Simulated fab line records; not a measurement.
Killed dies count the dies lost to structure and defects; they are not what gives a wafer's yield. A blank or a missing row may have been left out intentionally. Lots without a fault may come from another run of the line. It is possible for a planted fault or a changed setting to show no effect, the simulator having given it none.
Check for tools in common ; flow n5 finfet ; 9 lots and 26 wafers in the sample

== WHAT PROMPTED THE OPENING ==
N5_BEOL_M4_RC_MEAS_101, reading CJ_N: flagged on 3 of 9 lots. No-fault wafers: 4.32, standard deviation 0.07.
Rule: a lot gets a flag if all its wafers with a number sit over 4 standard deviations from that mean, or if no wafer of it has a number. The other lots count as sound.

lot;measured;on;CJ_N, wafer by wafer;flag
L840;day 8 04:01;prober-02;4.35 4.29 4.28;
L845;day 9 10:22;prober-02;4.29 4.37 4.25;
L853;day 11 04:14;prober-02;3.37 3.53 3.44;FLAGGED
L854;day 11 06:28;prober-01;3.50 3.48 3.51;FLAGGED
L855;day 11 21:38;prober-02;3.43 3.48 3.52;FLAGGED
L858;day 12 07:54;prober-02;4.39 4.32 4.32;
L860;day 13 01:29;prober-01;4.26 4.24 4.34;
L862;day 13 15:20;prober-01;4.29 4.30 4.33;
L863;day 14 09:00;prober-02;4.29 4.30;
The mean of the flagged lots' numbers is 3.47, -0.85 from the usual (-12 standard deviations).

== EACH LOT AND THE TOOL IT RAN ON ==
Before the reading, the record contains 4 process steps out of a 1938-step route. Each cell gives the tool, then ch followed by the chambers the sampled wafers passed through, then the start.
lot;flag;N5_ZERO_LAYER_PECVD_02;N5_ZERO_LAYER_STRIP_24;N5_PMOS_HMC_CHANNEL_EPI_STRIP_33;N5_PMOS_HMC_CHANNEL_EPI_EPI_26
L840;;pecvd-04 ch 1,2, day 1 12:17;plasma asher-02 ch 0,1, day 1 13:02;rie diel-06 ch 0,1,2, day 1 17:14;epi rpcvd-04 ch 0, day 1 19:31
L845;;pecvd-01 ch 0,1, day 2 18:28;plasma asher-01 ch 0,1, day 2 19:13;rie diel-06 ch 1,3, day 3 00:13;epi rpcvd-04 ch 0, day 3 03:13
L853;FLAGGED;pecvd-04 ch 0,1,2, day 4 18:18;plasma asher-02 ch 0,1, day 4 19:30;rie diel-05 ch 0,1,2, day 4 23:57;epi rpcvd-04 ch 0, day 5 02:12
L854;FLAGGED;pecvd-04 ch 0,1,2, day 5 00:17;plasma asher-01 ch 0,1, day 5 00:53;rie diel-01 ch 1,2, day 5 05:48;epi rpcvd-01 ch 0, day 5 08:06
L855;FLAGGED;pecvd-04 ch 0,1,2, day 5 06:17;plasma asher-02 ch 0,1, day 5 06:53;rie diel-05 ch 0,1,2, day 5 11:23;epi rpcvd-02 ch 0, day 5 14:01
L858;;pecvd-04 ch 0,1,2, day 6 00:19;plasma asher-02 ch 0,1, day 6 00:55;rie diel-06 ch 1,2, day 6 05:23;epi rpcvd-04 ch 0, day 6 07:52
L860;;pecvd-01 ch 1,2, day 6 12:17;plasma asher-01 ch 0,1, day 6 12:55;rie diel-01 ch 1,2, day 6 17:48;epi rpcvd-04 ch 0, day 6 20:08
L862;;pecvd-03 ch 0,1,2, day 7 00:17;plasma asher-01 ch 0,1, day 7 00:53;rie diel-05 ch 0,1,3, day 7 06:16;epi rpcvd-04 ch 0, day 7 08:31
L863;;pecvd-01 ch 1,2, day 7 06:17;plasma asher-02 ch 0,1, day 7 07:01;rie diel-05 ch 1,3, day 7 11:29;epi rpcvd-04 ch 0, day 7 13:44
These steps, and what they do:
- N5_ZERO_LAYER_PECVD_02: deposits SiO2 from SiH4/N2O, target thk 10 nm, time 6 s.
- N5_ZERO_LAYER_STRIP_24: strips in O2.
- N5_PMOS_HMC_CHANNEL_EPI_STRIP_33: strips in N2/H2.
- N5_PMOS_HMC_CHANNEL_EPI_EPI_26: deposits Si from SiH4/H2, target thk 3.8 nm, time 22.7 s.
- N5_BEOL_M4_RC_MEAS_101

== FLAGGED OVER TOTAL, TOOL BY TOOL (the gauges that took the reading come last) ==
step;tool;lots run;flagged;share of the flagged lots;sound lots run after its first flagged lot
N5_ZERO_LAYER_PECVD_02;pecvd-01;3;0;none;-
N5_ZERO_LAYER_PECVD_02;pecvd-03;1;0;none;-
N5_ZERO_LAYER_PECVD_02;pecvd-04;5;3;all;1 (L858)
N5_ZERO_LAYER_STRIP_24;plasma asher-01;4;1;some;2 (L860,L862)
N5_ZERO_LAYER_STRIP_24;plasma asher-02;5;2;some;2 (L858,L863)
N5_PMOS_HMC_CHANNEL_EPI_STRIP_33;rie diel-01;2;1;some;1 (L860)
N5_PMOS_HMC_CHANNEL_EPI_STRIP_33;rie diel-05;4;2;some;2 (L862,L863)
N5_PMOS_HMC_CHANNEL_EPI_STRIP_33;rie diel-06;3;0;none;-
N5_PMOS_HMC_CHANNEL_EPI_EPI_26;epi rpcvd-01;1;1;some;0
N5_PMOS_HMC_CHANNEL_EPI_EPI_26;epi rpcvd-02;1;1;some;0
N5_PMOS_HMC_CHANNEL_EPI_EPI_26;epi rpcvd-04;7;1;some;4 (L858,L860,L862,L863)
N5_BEOL_M4_RC_MEAS_101;prober-01;3;1;some;2 (L860,L862)
N5_BEOL_M4_RC_MEAS_101;prober-02;6;2;some;2 (L858,L863)

== WHAT THE TABLE PERMITS ==
1 row of the table ran every flagged lot: pecvd-04 at N5_ZERO_LAYER_PECVD_02.
- pecvd-04 at N5_ZERO_LAYER_PECVD_02: 3 of its 5 lots flagged. Sound lots ran on it after the first flagged one (L858), which a lasting fault on the whole tool wouldn't allow. On the flagged lots its readings are blank where sound lots have values: chamber pressure Torr, heater power outer w, heater power w, showerhead plenum p Torr and 1 more.
Every row of the table either missed a flagged lot or ran a sound lot after the first.

== WHAT THE SIMULATOR PUT IN ==
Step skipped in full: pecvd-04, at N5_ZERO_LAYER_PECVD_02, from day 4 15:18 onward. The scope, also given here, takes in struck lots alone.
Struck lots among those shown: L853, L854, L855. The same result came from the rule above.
